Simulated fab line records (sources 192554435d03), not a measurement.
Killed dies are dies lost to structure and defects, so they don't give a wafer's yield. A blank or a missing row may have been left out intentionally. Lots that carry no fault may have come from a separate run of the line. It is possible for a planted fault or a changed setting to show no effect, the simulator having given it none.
Matching of chambers || flow n5Finfet || 4 sister chambers for N5_BEOL_M1_ETCH_64 on rieDiel-05
The step etches SOC in N2/H2, target depth 75 nm, overetch 15 nm, time 112.5 s. 4 wafers are shown with their chamber, then 9 later ones without.

## WAFERS PAIRED WITH THEIR CHAMBERS
{"wafer": "L085.6", "chamber": 3, "showerheadPlenumPTorr (Torr)": 2.61}
{"wafer": "L086.1", "chamber": 1, "showerheadPlenumPTorr (Torr)": 2.70}
{"wafer": "L086.2", "chamber": 0, "showerheadPlenumPTorr (Torr)": 2.35}
{"wafer": "L086.4", "chamber": 2, "showerheadPlenumPTorr (Torr)": 2.67}

## WAFERS WHOSE CHAMBER IS MISSING
{"wafer": "L093.1", "showerheadPlenumPTorr (Torr)": 2.67}
{"wafer": "L093.5", "showerheadPlenumPTorr (Torr)": 2.67}
{"wafer": "L093.6", "showerheadPlenumPTorr (Torr)": 2.60}
{"wafer": "L095.1", "showerheadPlenumPTorr (Torr)": 2.66}
{"wafer": "L095.2", "showerheadPlenumPTorr (Torr)": 2.60}
{"wafer": "L095.4", "showerheadPlenumPTorr (Torr)": 2.34}
{"wafer": "L097.2", "showerheadPlenumPTorr (Torr)": 2.60}
{"wafer": "L097.3", "showerheadPlenumPTorr (Torr)": 2.69}
{"wafer": "L097.6", "showerheadPlenumPTorr (Torr)": 2.66}

## CHAMBER TAKEN BY EACH
{"wafer": "L093.1", "from the rows above": 2, "in truth": 2}
{"wafer": "L093.5", "from the rows above": 2, "in truth": 2}
{"wafer": "L093.6", "from the rows above": 3, "in truth": 3}
{"wafer": "L095.1", "from the rows above": 2, "in truth": 2}
{"wafer": "L095.2", "from the rows above": 3, "in truth": 3}
{"wafer": "L095.4", "from the rows above": 0, "in truth": 0}
{"wafer": "L097.2", "from the rows above": 3, "in truth": 3}
{"wafer": "L097.3", "from the rows above": "can't be placed: 1 or 2", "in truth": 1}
{"wafer": "L097.6", "from the rows above": 2, "in truth": 2}
8 of 9 placed correctly. These rows do not allow placing 1 (true chamber among the candidates in 1). Number placed wrongly: 0.
How it was worked out, from the rows above alone: a wafer's distance from a chamber is the root of the sum, over the readings, of the square of ((its reading less the chamber's mean) divided by the reading's scatter). If the next closest chamber is less than 2 further off than the closest, the wafer can't be placed; otherwise it belongs to the closest. For every chamber, the mean is computed from those of its wafers that are shown. The scatter: root of mean squared gap, hidden wafer to nearest shown wafer, with one shown wafer a chamber.
